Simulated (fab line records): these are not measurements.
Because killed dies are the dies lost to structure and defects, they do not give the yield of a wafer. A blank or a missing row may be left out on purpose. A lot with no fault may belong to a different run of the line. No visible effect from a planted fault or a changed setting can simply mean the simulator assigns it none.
Matching of chambers + flow n5Finfet + cmp-02 running N5_STI_FIN_REVEAL_CMP_04: 4 sister chambers
The step polishes, stops on Si3N4, t overpolish 4 s, target thk 131.83 nm. 16 wafers are shown with their chamber, then 8 later ones without.

== WAFERS, EACH WITH ITS CHAMBER ==
| wafer  | chamber | motorCurrentA (A) | timeToEndpointS (s) | overpolishRunS (s) |
|--------|---------|-------------------|---------------------|--------------------|
| L074.2 | 1       | 9.1               | 100                 | 3.995              |
| L074.3 | 0       | 7.8               | 105                 | 3.981              |
| L074.4 | 2       | 9.1               | 101                 | 3.981              |
| L075.1 | 0       | 7.9               | 102                 | 4.018              |
| L075.2 | 2       | 8.9               | 103                 | 3.982              |
| L075.5 | 3       | 7.5               | 103                 | 4.011              |
| L080.2 | 1       | 9.1               | 96                  | 3.993              |
| L080.5 | 3       | 7.6               | 104                 | 3.990              |
| L080.6 | 2       | 9.0               | 97                  | 4.005              |
| L084.1 | 3       | 7.2               | 98                  | 3.997              |
| L084.3 | 0       | 8.0               | 103                 | 3.996              |
| L084.6 | 0       | 8.0               | 103                 | 3.991              |
| L090.1 | 2       | 8.8               | 104                 | 4.017              |
| L090.2 | 0       | 7.8               | 103                 | 4.000              |
| L090.3 | 1       | 8.8               | 110                 | 3.989              |
| L092.4 | 0       | 7.9               | 109                 | 4.012              |

SIGNATURES (averages over the wafers above)
| reading         | chamber 0 | chamber 1 | chamber 2 | chamber 3 | scatter within a chamber |
|-----------------|-----------|-----------|-----------|-----------|--------------------------|
| motorCurrentA   | 7.900     | 9.000     | 8.950     | 7.433     | 0.14                     |
| timeToEndpointS | 104.17    | 102.00    | 101.25    | 101.67    | 3.94                     |
| overpolishRunS  | 3.99967   | 3.99233   | 3.99625   | 3.99933   | 0.0133                   |
Rule: for a wafer and a chamber, the distance is found by dividing, reading by reading, the gap between the wafer's reading and the chamber's mean by the reading's scatter, squaring, summing and taking the root. The wafer belongs to the nearest chamber; if the next one is less than 2 further off, it can't be placed. The scatter is the square root of a quotient: the sum, over the shown wafers, of each reading's squared deviation from its chamber's mean, divided by wafers minus chambers.

== WAFERS WITHOUT THEIR CHAMBER ==
| wafer  | motorCurrentA (A) | timeToEndpointS (s) | overpolishRunS (s) |
|--------|-------------------|---------------------|--------------------|
| L092.5 | 9.1               | 107                 | 4.001              |
| L092.6 | 9.0               | 107                 | 4.002              |
| L096.1 | 8.2               | 103                 | 3.997              |
| L096.3 | 9.6               | 100                 | 4.012              |
| L096.4 | 9.3               | 103                 | 4.005              |
| L097.1 | 8.9               | 103                 | 4.007              |
| L097.3 | 8.4               | 108                 | 4.015              |
| L097.6 | 8.7               | 109                 | 3.991              |

== THE CHAMBER EACH PASSED THROUGH ==
| wafer  | from the rows above          | in truth |
|--------|------------------------------|----------|
| L092.5 | can't be placed: 1 or 2      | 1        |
| L092.6 | can't be placed: 1 or 2      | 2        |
| L096.1 | 0                            | 0        |
| L096.3 | can't be placed: 1 or 2      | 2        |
| L096.4 | can't be placed: 1 or 2      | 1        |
| L097.1 | can't be placed: 2 or 1      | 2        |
| L097.3 | can't be placed: 0 or 2 or 1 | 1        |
| L097.6 | can't be placed: 2 or 1      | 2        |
Placed correctly: 1 of 8. Can't be placed from these rows: 7 (the true chamber is among the candidates in 7). 0 placed wrongly.
